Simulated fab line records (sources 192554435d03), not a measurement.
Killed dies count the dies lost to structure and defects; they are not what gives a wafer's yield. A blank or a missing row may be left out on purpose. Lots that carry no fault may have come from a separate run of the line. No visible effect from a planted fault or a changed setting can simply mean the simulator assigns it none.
Split-lot experiment / flow n5Finfet / route with 1938 steps; 7 lots, 21 wafers read

== SPLIT DETAILS ==
At N5_FIN_CUT_CUT_ETCH_15 (etches Si in HBr/Cl2/O2, target depth 100 nm, bt time 10 s, time 42.4 s), the setting timeS was moved away from the recipe's 42.4 s on 4 of the 21 wafers read, by -17.4% to +19.1%. For the rest of the wafers, this setting stayed at what the recipe calls for.

The split's own step is where the reading is taken.

== THE READING ==
SOC_of_FIN_CUT_COAT_18.thkNm (the simulator's own value, which no gauge read), in nm, at N5_FIN_CUT_CUT_ETCH_15 (etches Si in HBr/Cl2/O2, target depth 100 nm, bt time 10 s, time 42.4 s). The file does not state a usual value for it. Average 170.0 nm, standard deviation 0.49 nm, over the 17 wafers here run with the recipe.

wafer=L079.2; tool, chamber at the split=rieSi-02, 1; timeS as run, s=42.4; against the recipe=recipe; SOC_of_FIN_CUT_COAT_18.thkNm, nm=169.4; against lot-mates on the recipe=-
wafer=L079.4; tool, chamber at the split=rieSi-02, 0; timeS as run, s=42.4; against the recipe=recipe; SOC_of_FIN_CUT_COAT_18.thkNm, nm=169.4; against lot-mates on the recipe=-
wafer=L079.5; tool, chamber at the split=rieSi-02, 0; timeS as run, s=42.4; against the recipe=recipe; SOC_of_FIN_CUT_COAT_18.thkNm, nm=170; against lot-mates on the recipe=-
wafer=L080.1; tool, chamber at the split=rieSi-03, 0; timeS as run, s=42.4; against the recipe=recipe; SOC_of_FIN_CUT_COAT_18.thkNm, nm=169.4; against lot-mates on the recipe=-
wafer=L080.2; tool, chamber at the split=rieSi-03, 1; timeS as run, s=42.4; against the recipe=recipe; SOC_of_FIN_CUT_COAT_18.thkNm, nm=169.2; against lot-mates on the recipe=-
wafer=L080.6; tool, chamber at the split=rieSi-03, 2; timeS as run, s=42.4; against the recipe=recipe; SOC_of_FIN_CUT_COAT_18.thkNm, nm=169.2; against lot-mates on the recipe=-
wafer=L082.2; tool, chamber at the split=rieSi-01, 2; timeS as run, s=42.4; against the recipe=recipe; SOC_of_FIN_CUT_COAT_18.thkNm, nm=170.4; against lot-mates on the recipe=-
wafer=L082.4; tool, chamber at the split=rieSi-01, 2; timeS as run, s=42.4; against the recipe=recipe; SOC_of_FIN_CUT_COAT_18.thkNm, nm=170.4; against lot-mates on the recipe=-
wafer=L082.5; tool, chamber at the split=rieSi-01, 0; timeS as run, s=42.4; against the recipe=recipe; SOC_of_FIN_CUT_COAT_18.thkNm, nm=170; against lot-mates on the recipe=-
wafer=L084.1; tool, chamber at the split=rieSi-01, 0; timeS as run, s=38.1; against the recipe=-10.1%; SOC_of_FIN_CUT_COAT_18.thkNm, nm=175; against lot-mates on the recipe=+4.7
wafer=L084.4; tool, chamber at the split=rieSi-01, 2; timeS as run, s=42.4; against the recipe=recipe; SOC_of_FIN_CUT_COAT_18.thkNm, nm=170; against lot-mates on the recipe=-
wafer=L084.6; tool, chamber at the split=rieSi-01, 3; timeS as run, s=42.4; against the recipe=recipe; SOC_of_FIN_CUT_COAT_18.thkNm, nm=170.6; against lot-mates on the recipe=-
wafer=L091.1; tool, chamber at the split=rieSi-03, 3; timeS as run, s=42.4; against the recipe=recipe; SOC_of_FIN_CUT_COAT_18.thkNm, nm=170.4; against lot-mates on the recipe=-
wafer=L091.3; tool, chamber at the split=rieSi-03, 1; timeS as run, s=42.4; against the recipe=recipe; SOC_of_FIN_CUT_COAT_18.thkNm, nm=170.2; against lot-mates on the recipe=-
wafer=L091.4; tool, chamber at the split=rieSi-03, 2; timeS as run, s=42.4; against the recipe=recipe; SOC_of_FIN_CUT_COAT_18.thkNm, nm=169.4; against lot-mates on the recipe=-
wafer=L092.1; tool, chamber at the split=rieSi-02, 3; timeS as run, s=42.4; against the recipe=recipe; SOC_of_FIN_CUT_COAT_18.thkNm, nm=170.6; against lot-mates on the recipe=-
wafer=L092.2; tool, chamber at the split=rieSi-02, 0; timeS as run, s=42.4; against the recipe=recipe; SOC_of_FIN_CUT_COAT_18.thkNm, nm=170.2; against lot-mates on the recipe=-
wafer=L092.5; tool, chamber at the split=rieSi-02, 0; timeS as run, s=35.02; against the recipe=-17.4%; SOC_of_FIN_CUT_COAT_18.thkNm, nm=176.8; against lot-mates on the recipe=+6.4
wafer=L097.2; tool, chamber at the split=rieSi-01, 3; timeS as run, s=50.49; against the recipe=+19.1%; SOC_of_FIN_CUT_COAT_18.thkNm, nm=163.8; against lot-mates on the recipe=-6.6
wafer=L097.5; tool, chamber at the split=rieSi-01, 1; timeS as run, s=42.4; against the recipe=recipe; SOC_of_FIN_CUT_COAT_18.thkNm, nm=170.4; against lot-mates on the recipe=-
wafer=L097.6; tool, chamber at the split=rieSi-01, 0; timeS as run, s=50.49; against the recipe=+19.1%; SOC_of_FIN_CUT_COAT_18.thkNm, nm=164.6; against lot-mates on the recipe=-5.8

FIT RESULTS
A straight line over all 21 wafers: SOC_of_FIN_CUT_COAT_18.thkNm changes by -0.346 nm for each +1% of timeS; r = -0.97; the points scatter about the line by 0.65 nm.
The same after taking each lot's own level away (the mean of its wafers on the recipe; 21 wafers): -0.35 nm for each +1%; r = -0.99; scatter 0.4 nm.
That fit puts the effect of the largest move of timeS on the reading at 6.7 nm.
Across the lots, their own levels run from 169.27 to 170.40 nm, a range of 2.3 times the standard deviation given above.
Consequently the slope shifts little with the lot-to-lot level, the two slopes agreeing.
Check: -6.54 nm against its lot-mates is what the line predicts for one of the wafers moved furthest among these (+19.1%) when that wafer is left out of the fit. It came out at -6.6 nm against them.

== THE OTHER SPLITS THESE WAFERS WENT THROUGH ==
These wafers also went through other splits before the reading. Each is held against what the fit with the lots' levels taken away leaves over:
other split on the same wafers=N5_ZERO_LAYER_EXPOSE_08 doseMj; wafers away from the commonest value=7; r with SOC_of_FIN_CUT_COAT_18.thkNm (lot level and that fit taken away)=-0.10
other split on the same wafers=N5_ZERO_LAYER_ETCH_18 icpW; wafers away from the commonest value=7; r with SOC_of_FIN_CUT_COAT_18.thkNm (lot level and that fit taken away)=+0.21
other split on the same wafers=N5_PMOS_HMC_CHANNEL_EPI_COAT_31 spinRpm; wafers away from the commonest value=7; r with SOC_of_FIN_CUT_COAT_18.thkNm (lot level and that fit taken away)=+0.17
other split on the same wafers=N5_PMOS_HMC_CHANNEL_EPI_EXPOSE_06 doseMj; wafers away from the commonest value=5; r with SOC_of_FIN_CUT_COAT_18.thkNm (lot level and that fit taken away)=-0.07
other split on the same wafers=N5_FIN_CUT_ETCH_21 biasW; wafers away from the commonest value=5; r with SOC_of_FIN_CUT_COAT_18.thkNm (lot level and that fit taken away)=+0.44

== THE WHOLE CHAIN: every reading that the file lists as answering this split, in the file's order ==
step=N5_FIN_CUT_CUT_ETCH_15; what it does=etches Si in HBr/Cl2/O2, target depth 100 nm, bt time 10 s, time 42.4 s; reading=etch.depthNm (the simulator's own value, which no gauge read); change (the file's fit)=+1.03 nm for each +1% of the setting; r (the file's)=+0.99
step=N5_FIN_CUT_CUT_ETCH_15; what it does=etches Si in HBr/Cl2/O2, target depth 100 nm, bt time 10 s, time 42.4 s; reading=FIN_CUT.featureDepthNm (the simulator's own value, which no gauge read); change (the file's fit)=+1.03 nm for each +1% of the setting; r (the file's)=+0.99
step=N5_FIN_CUT_CUT_ETCH_15; what it does=etches Si in HBr/Cl2/O2, target depth 100 nm, bt time 10 s, time 42.4 s; reading=SOC_of_FIN_CUT_COAT_18.thkNm (the simulator's own value, which no gauge read); change (the file's fit)=-0.36 nm for each +1% of the setting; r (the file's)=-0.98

== THE FILE'S OWN FIT ==
SOC_of_FIN_CUT_COAT_18.thkNm changes by -0.36 nm for each +1% of timeS, r = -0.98.
